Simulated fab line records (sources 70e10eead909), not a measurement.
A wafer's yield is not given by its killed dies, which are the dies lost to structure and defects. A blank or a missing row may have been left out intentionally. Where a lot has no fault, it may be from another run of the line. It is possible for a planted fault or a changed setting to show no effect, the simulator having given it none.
fab line records | flow nand_harc
[record] lots = 6 wafers = 18 last_day = 32
route steps=1302 shown A_CHANNEL_HOLE_D2@602 A_CHANNEL_FILL_D2@610
lots that met no fault: from a run of the same line without faults
start_h: the number of hours between the record's first day and the start of the first shown wafer of the lot | wait_h: how many hours have passed since the lot's step before this one | " repeats the value in the row above | L1.1+2: several wafers, shown together as one row | - no value present, or no start provided | * or withheld: withheld | < > ~ a bound
route shown NAME@n: NAME is a module with steps in the file, n the number in the route of the first one | usual: mean/standard deviation of fault-free wafers | same: alike in all rows | chamber/n: place in a boat | sites: per-site readings | _std_site: how widely they spread, as a standard deviation | _edge_site: the outer-site mean with the inner-site mean subtracted | radius_mm: for every site, how far away it sits from the centre of the wafer | mask NAME#n: copy n | behind: tool/chamber where the wafer was last shaped | hold: reason for holding the lot/hours on hold/outcome of the hold | device: transistor that didn't switch, given as n, p or np | end of line: the route-end tests of the same wafers | step lacking rows: just its recipe | killed: dies that structure and defects cost at the first sort, which is not the same as the wafer's yield | map: a wafer's dies, x killed, . not, _ none there
set.NAME: the setting the step ran with; set.NAME@STEP: the setting that earlier step ran with | model.NAME: the simulator's own value behind a step, which no gauge read
lots seen at some steps along the route; tables by step, rows by wafer
services: when a tool's chamber went out of use (start_h, in hours from the record's first day, below 0 if earlier), for how many hours, and the reason
[[steps]]
[step NHARC_A_CHANNEL_HOLE_D2_STRIP_43]
[recipe] o2_flow_sccm = 400 cos_flow_sccm = 20 ar_flow_sccm = 0 bias_w = 0 chemistry = O2/COS
[step NHARC_A_CHANNEL_HOLE_D2_ETCH_44]
[recipe] target_depth_a = 1400 overetch_a = 140 time_s = 77 ion_energy_ev = 100 cf4_flow_sccm = 80 o2_flow_sccm = 20 ar_flow_sccm = 0 rf_w = 300 bias_w = 100 chemistry = CF4/O2
[usual] drypump_motor_current_A = 5.8/0.35 oes_product_au = 0.999/0.012 rf_vpp_V = 197.7/1.1 showerhead_plenum_p_Torr = 1.34/0.031 throttle_valve_pct = 13.397/0.0097
// columns lot.wafer tool chamber start_h wait_h drypump_motor_current_A oes_product_au rf_hours_counter_h rf_vpp_V showerhead_plenum_p_Torr throttle_valve_pct
L321.1 rie_diel-12 2 301.92 0.5 5.2 1.003 1.5 196.2 1.29 13.384
L321.5 " 3 " " 6.6 0.991 - 198.0 1.33 13.389
L321.6 " 0 " " 5.6 0.996 - 198.3 1.38 13.385
L331.2 rie_diel-02 0 388.79 0.1 5.6 1.006 7.6 198.8 1.37 13.380
L331.5 " 1 " " 5.5 1.008 - 199.1 1.34 13.393
L331.6 " 2 " " 5.5 1.010 - 198.0 1.36 13.384
L337.1 rie_diel-12 1 463.73 0.1 5.9 1.012 0.7 195.1 1.31 13.408
L337.2 " 0 " " 5.6 0.984 1.0 198.3 1.38 13.394
L337.6 " 1 " " 5.9 1.005 - 196.4 1.31 13.387
L338.2 rie_diel-09 0 482.81 0.0 5.6 0.970 11.5 195.9 1.28 13.389
L338.1 " 3 " " 6.3 0.986 10.6 197.1 1.33 13.402
L338.6 " 1 " " 6.1 0.985 - 198.7 1.35 13.392
L340.4 rie_diel-02 1 493.09 0.1 5.5 1.006 5.5 197.2 1.34 13.380
L340.1 " 2 " " 5.5 0.995 5.6 198.8 1.36 13.395
L340.5 " 2 " " 5.5 1.007 - 200.0 1.36 13.388
L341.2 rie_diel-09 2 510.60 0.1 6.0 0.991 0.2 198.8 1.38 13.395
L341.5 " 3 " " 6.3 0.988 - 197.0 1.33 13.409
L341.6 " 0 " " 5.7 1.013 - 195.7 1.28 13.398
[step NHARC_A_CHANNEL_HOLE_D2_STRIP_28]
[recipe] o2_flow_sccm = 500 ar_flow_sccm = 0 bias_w = 0 chemistry = O2
[usual] drypump_motor_current_A = 5.8/0.37 oes_product_au = 0.999/0.01 rf_vpp_V = 57.9/0.89 showerhead_plenum_p_Torr = 3.53/0.077 throttle_valve_pct = 17.036/0.0094
// columns lot.wafer tool chamber start_h wait_h drypump_motor_current_A oes_product_au rf_hours_counter_h rf_vpp_V showerhead_plenum_p_Torr throttle_valve_pct
L321.1 rie_diel-12 2 - - 5.3 1.001 1.6 59.2 3.43 17.050
L321.5 " 2 " " 5.2 1.001 - 56.7 3.43 17.040
L321.6 " 3 " " 6.6 0.998 - 58.0 3.51 17.033
L331.2 rie_diel-02 1 - - 5.5 1.008 8.0 58.4 3.54 17.023
L331.6 " 1 " " 5.5 1.004 - 58.3 3.54 17.030
L331.5 " 2 " " 5.5 1.000 - 57.5 3.60 17.042
L337.1 rie_diel-12 3 - - 6.7 1.003 1.1 58.2 3.51 17.044
L337.2 " 0 " " 5.6 0.991 1.1 57.7 3.63 17.027
L337.6 " 3 " " 6.7 0.992 - 58.3 3.51 17.028
L338.2 rie_diel-09 0 - - 5.6 0.977 11.5 58.6 3.38 17.026
L338.1 " 1 " " 6.2 0.991 10.5 59.1 3.56 17.027
L338.6 " 0 " " 5.6 0.973 - 57.9 3.38 17.023
L340.1 rie_diel-02 0 - - 5.6 1.009 5.8 56.7 3.60 17.032
L340.4 " 1 " " 5.5 1.010 5.6 57.2 3.54 17.041
L340.5 " 1 " " 5.5 1.011 - 57.8 3.54 17.039
L341.2 rie_diel-09 0 - - 5.6 1.006 0.2 58.8 3.38 17.038
L341.5 " 1 " " 6.2 0.986 - 57.5 3.56 17.032
L341.6 " 2 " " 6.0 0.996 - 58.1 3.64 17.050
[step NHARC_A_CHANNEL_HOLE_D2_PRECLEAN_29]
[recipe] time_s = * temp_c = 50 bath_age_min = 0 chemistry = SC1
[step NHARC_A_CHANNEL_HOLE_D2_SRD_30]
[step NHARC_A_CHANNEL_HOLE_D2_CD_MEAS_31]
[usual] cd_nm = 90.0/1.7
// columns lot.wafer tool chamber start_h wait_h cd_nm
L321.1 cd_sem-02 - 302.69 - 92.2
L321.5 " - " " 89.8
L321.6 " - " " 93.6
L331.2 cd_sem-01 - 389.60 0.1 87.9
L331.5 " - " " 91.0
L331.6 " - " " 88.8
L337.1 cd_sem-03 - 464.53 - 88.1
L337.2 " - " " 92.3
L337.6 " - " " 88.6
L338.1 cd_sem-03 - 483.61 - 90.2
L338.2 " - " " 89.4
L338.6 " - " " 89.3
L340.1 cd_sem-01 - 493.89 - 88.7
L340.4 " - " " 91.9
L340.5 " - " " 91.7
L341.2 cd_sem-03 - 511.38 - 88.9
L341.5 " - " " 92.2
L341.6 " - " " 89.4
[step NHARC_A_CHANNEL_HOLE_D2_XSEM_32]
[recipe] landing_energy_ev = 35000
[usual] bot_cd_nm = 74.6/1.7 bow_nm = 8.59/0.23 tilt_deg = 0.08/0.043
// columns lot.wafer tool chamber start_h wait_h bot_cd_nm bow_nm tilt_deg
L321.1 xsem-02 0 302.79 0.1 76.5 8.83 0.06
L321.5 " 0 " " 73.7 8.84 0.06
L321.6 " 0 " " 78.2 8.82 0.06
L331.2 xsem-01 0 389.69 0.1 73.0 8.47 0.04
L331.5 " 0 " " 76.3 8.47 0.04
L331.6 " 0 " " 73.4 8.35 0.04
L337.1 xsem-01 0 464.61 0.1 71.3 8.99 0.15
L337.2 " 0 " " 76.0 8.86 0.15
L337.6 " 0 " " 72.9 8.98 0.16
L338.1 xsem-01 0 483.70 0.1 75.7 8.61 0.11
L338.2 " 0 " " 74.1 8.58 0.11
L338.6 " 0 " " 74.5 8.58 0.11
L340.1 xsem-02 0 493.98 0.1 73.1 8.30 0.11
L340.4 " 0 " " 76.2 8.31 0.11
L340.5 " 0 " " 76.0 8.21 0.11
L341.2 xsem-02 0 511.47 0.1 73.8 8.31 0.05
L341.5 " 0 " " 77.2 8.26 0.05
L341.6 " 0 " " 74.3 8.35 0.05
[step NHARC_A_CHANNEL_HOLE_D2_INSPECT_40]
[usual] raw_defect_count = 300/100
// columns lot.wafer tool chamber start_h wait_h raw_defect_count
L321.1 defect_inspect-01 - 302.88 - 329
L321.5 " - " " 303
L321.6 " - " " 438
L331.2 defect_inspect-01 - 389.78 - 459
L331.5 " - " " 232
L331.6 " - " " 217
L337.1 defect_inspect-02 - 464.71 - 406
L337.2 " - " " 281
L337.6 " - " " 313
L338.1 defect_inspect-01 - 483.79 - 217
L338.2 " - " " 336
L338.6 " - " " 326
L340.1 defect_inspect-02 - 494.08 - 176
L340.4 " - " " 155
L340.5 " - " " 189
L341.2 defect_inspect-02 - 511.57 - 289
L341.5 " - " " 333
L341.6 " - " " 357
[step NHARC_A_CHANNEL_FILL_D2_PRECLEAN_00]
[recipe] time_s = * temp_c = 50 bath_age_min = 0 chemistry = SC1
[step NHARC_A_CHANNEL_FILL_D2_SRD_01]
[step NHARC_A_CHANNEL_FILL_D2_ALD_02]
[recipe] target_thk_a = 60 pulse_time_s = 10 ald_cycles = 60 temp_c = 300 material = SiO2
[usual] ald_cycles = 60/0 heater_power_w = 479/49 precursor_pulse_height_rel = 1.000/0.02
// columns lot.wafer tool chamber start_h wait_h ald_cycles heater_power_w precursor_pulse_height_rel since_wet_clean_h
L321.1 ald_hk-03 1 303.22 - 60 553 1.011 79
L321.6 " 3 " " 60 490 1.005 -
L321.5 " 0 " " 60 443 1.019 -
L331.2 ald_hk-02 0 389.97 - 60 451 1.016 30
L331.5 " 0 " " 60 448 1.026 -
L331.6 " 1 " " 60 504 1.007 -
L337.2 ald_hk-02 1 464.90 - 60 496 1.001 105
L337.1 " 3 " " 60 454 1.012 105
L337.6 " 1 " " 60 498 1.005 -
L338.2 ald_hk-04 3 483.99 - 60 456 0.991 33
L338.1 " 0 " " 60 504 1.006 33
L338.6 " 0 " " 60 502 0.986 -
L340.4 ald_hk-02 1 494.27 - 60 490 1.015 134
L340.1 " 2 " " 60 390 1.012 135
L340.5 " 1 " " 60 498 0.993 -
L341.2 ald_hk-02 2 511.83 - 60 392 0.998 152
L341.6 " 1 " " 60 499 1.039 -
L341.5 " 2 " " 60 391 1.024 -
[step NHARC_A_CHANNEL_FILL_D2_ALD_03]
[recipe] target_thk_a = 60 pulse_time_s = 60 ald_cycles = 58 temp_c = 630 pressure_torr = 2 material = SiNx
[usual] ald_cycles = 58/0 precursor_pulse_height_rel = 1.000/0.022
// columns lot.wafer tool chamber start_h wait_h ald_cycles precursor_pulse_height_rel
L321.1 ald_sin_batch-01 0 - - 58 1.012
L321.5 " 0 " " 58 1.000
L321.6 " 0 " " 58 0.999
L331.2 ald_sin_batch-01 0 - - 58 0.998
L331.5 " 0 " " 58 1.024
L331.6 " 0 " " 58 1.024
L337.1 ald_sin_batch-02 0 - - 58 1.004
L337.2 " 0 " " 58 1.006
L337.6 " 0 " " 58 0.958
L338.1 ald_sin_batch-02 0 - - 58 0.972
L338.2 " 0 " " 58 0.975
L338.6 " 0 " " 58 1.014
L340.1 ald_sin_batch-02 0 - - 58 0.966
L340.4 " 0 " " 58 1.045
L340.5 " 0 " " 58 1.009
L341.2 ald_sin_batch-02 0 - - 58 0.995
L341.5 " 0 " " 58 0.989
L341.6 " 0 " " 58 1.014
[step NHARC_A_CHANNEL_FILL_D2_ALD_14]
[recipe] target_thk_a = 25 pulse_time_s = 10 ald_cycles = 25 temp_c = 300 material = SiO2
[usual] ald_cycles = 25/0 heater_power_w = 483/49 precursor_pulse_height_rel = 0.999/0.019
// columns lot.wafer tool chamber start_h wait_h ald_cycles heater_power_w precursor_pulse_height_rel since_wet_clean_h
L321.1 ald_hk-02 2 310.16 0.1 25 402 1.013 128
L321.6 " 1 " " 25 501 0.985 -
L321.5 " 2 " " 25 406 1.002 -
L331.2 ald_hk-04 3 397.05 0.1 25 481 1.023 127
L331.5 " 2 " " 25 583 0.980 -
L331.6 " 3 " " 25 488 0.995 -
L337.1 ald_hk-04 2 471.93 0.0 21 585 1.027 21
L337.2 " 0 " " 25 502 1.018 21
L337.6 " 3 " " 21 455 1.029 -
L338.1 ald_hk-04 0 490.52 0.0 21 489 1.025 39
L338.2 " 3 " " 25 467 0.983 40
L338.6 " 0 " " 21 480 1.020 -
L340.1 ald_hk-03 0 502.23 0.1 25 456 0.965 100
L340.4 " 2 " " 25 460 1.017 100
L340.5 " 0 " " 25 448 0.984 -
L341.2 ald_hk-02 0 518.82 0.2 25 447 0.950 159
L341.6 " 1 " " 25 490 1.013 -
L341.5 " 2 " " 25 390 1.007 -
[step NHARC_A_CHANNEL_FILL_D2_ALD_15]
[recipe] target_thk_a = 20 pulse_time_s = 60 ald_cycles = 19 temp_c = 630 pressure_torr = 2 material = SiNx
[[services]]
// columns tool chamber start_h hours kind
rie_diel-09 1 278.84 10.1 repair
rie_diel-02 1 311.72 13.4 repair
rie_diel-09 - 320.10 9.0 pm
rie_diel-12 - 328.39 0.2 repair
ald_hk-02 - 349.95 10.0 pm
ald_hk-02 0 349.95 17.5 vent_cycle
ald_hk-02 1 349.95 17.5 vent_cycle
ald_hk-02 2 349.95 17.5 vent_cycle
ald_hk-02 3 349.95 17.5 vent_cycle
rie_diel-12 0 360.44 36.9 repair
xsem-01 - 374.00 14.0 pm
rie_diel-09 3 376.95 15.9 repair
ald_hk-02 - 387.72 1.7 repair
ald_hk-03 - 392.02 10.0 pm
rie_diel-02 - 393.77 9.0 pm
rie_diel-12 0 401.27 20.3 repair
rie_diel-09 1 423.97 8.8 repair
rie_diel-09 2 425.46 6.1 repair
ald_sin_batch-02 - 441.96 4.9 repair
rie_diel-12 - 445.40 9.0 pm
rie_diel-12 2 477.75 9.0 repair
ald_sin_batch-01 - 489.44 67.1 repair
rie_diel-09 - 497.10 9.0 pm
rie_diel-12 1 503.73 2.2 repair
[[key]]
[first_sign] step = NHARC_A_CHANNEL_FILL_D2_ALD_14 reading = ald_cycles direction = down sigmas = 99+ usual = 25 struck = 21
effect none on later readings
met_at NHARC_A_CHANNEL_FILL_D2_ALD_14
struck_wafers L337.1,L337.6,L338.1,L338.6
tester_left_out L337,L338
onset_between 397.05 471.93
[fault] kind = process_parameter_drift tool = ald_hk-04 chamber = - onset_h = 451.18 steps = NHARC_A_CHANNEL_FILL_D2_ALD_14 channel = ald_cycles offset = -4 shape = step end_h = 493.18 scope = struck_wafers_only acts_in = these_recipes_only stated = 25
// tester_left_out: of these lots the tester's yield and bins aren't shown, on N5 and GAA mostly nor the transistor test; their killed dies are dies lost to structure and defects alone, not to doping, threshold or leakage, so they don't give the yield
